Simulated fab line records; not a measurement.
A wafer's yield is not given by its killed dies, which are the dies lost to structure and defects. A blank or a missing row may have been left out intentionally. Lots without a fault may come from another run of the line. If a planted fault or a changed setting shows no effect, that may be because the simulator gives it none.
Matching of chambers ; flow n5 finfet ; 4 sister chambers for N5_BEOL_M7_DESCUM_16 on rie diel-06
The step chemistry O2, time 7.9 s. 18 wafers are shown with their chamber, then 9 later ones without.

== EACH WAFER AND ITS CHAMBER ==
wafer;chamber;drypump motor current A (A);showerhead plenum p Torr (Torr);throttle valve pct (%)
L076.1;2;5.2;2.11;19.87
L076.4;3;5.4;2.01;20.13
L076.6;2;5.2;2.11;19.86
L081.1;0;6.2;2.10;20.29
L081.2;2;5.2;2.10;19.87
L081.5;3;5.4;2.00;20.14
L078.2;0;6.2;2.10;20.30
L078.4;1;5.5;2.14;20.00
L078.6;3;5.4;2.00;20.15
L085.1;0;6.2;2.10;20.31
L085.2;2;5.2;2.10;19.91
L085.3;3;5.4;2.00;20.15
L086.3;1;5.4;2.14;19.99
L086.4;2;5.2;2.10;19.90
L086.5;2;5.2;2.10;19.90
L088.3;3;5.4;2.00;20.14
L088.5;2;5.2;2.10;19.91
L088.6;3;5.4;2.00;20.15

SIGNATURES (means of the wafers above)
reading;chamber 0;chamber 1;chamber 2;chamber 3;scatter within a chamber
drypump motor current A;6.200;5.450;5.200;5.400;0.0189
showerhead plenum p Torr;2.1000;2.1400;2.1029;2.0017;0.00402
throttle valve pct;20.3000;19.9950;19.8886;20.1433;0.0153
Rule: distance of a wafer from a chamber = root of the sum over the readings of ((wafer's reading minus chamber's mean) / reading's scatter) squared. The wafer belongs to the nearest chamber; if the next one is less than 2 further off, it can't be placed. The scatter is the square root of a quotient: the sum, over the shown wafers, of each reading's squared deviation from its chamber's mean, divided by wafers minus chambers.

== WAFERS WITH NO CHAMBER GIVEN ==
wafer;drypump motor current A (A);showerhead plenum p Torr (Torr);throttle valve pct (%)
L087.2;5.5;2.14;20.04
L087.3;6.2;2.10;20.32
L087.5;6.2;2.10;20.33
L093.1;6.2;2.09;20.33
L093.5;6.2;2.09;20.33
L093.6;5.5;2.13;20.01
L097.1;6.2;2.09;20.35
L097.2;5.2;2.09;19.93
L097.4;5.4;1.99;20.17

== WHICH CHAMBER EACH ONE RAN IN ==
wafer;from the rows above;in truth
L087.2;1;1
L087.3;0;0
L087.5;0;0
L093.1;0;0
L093.5;0;0
L093.6;1;1
L097.1;0;0
L097.2;2;2
L097.4;3;3
Correct placement for 9 of the 9. From these rows, 0 cannot be placed. Placed wrongly: 0.
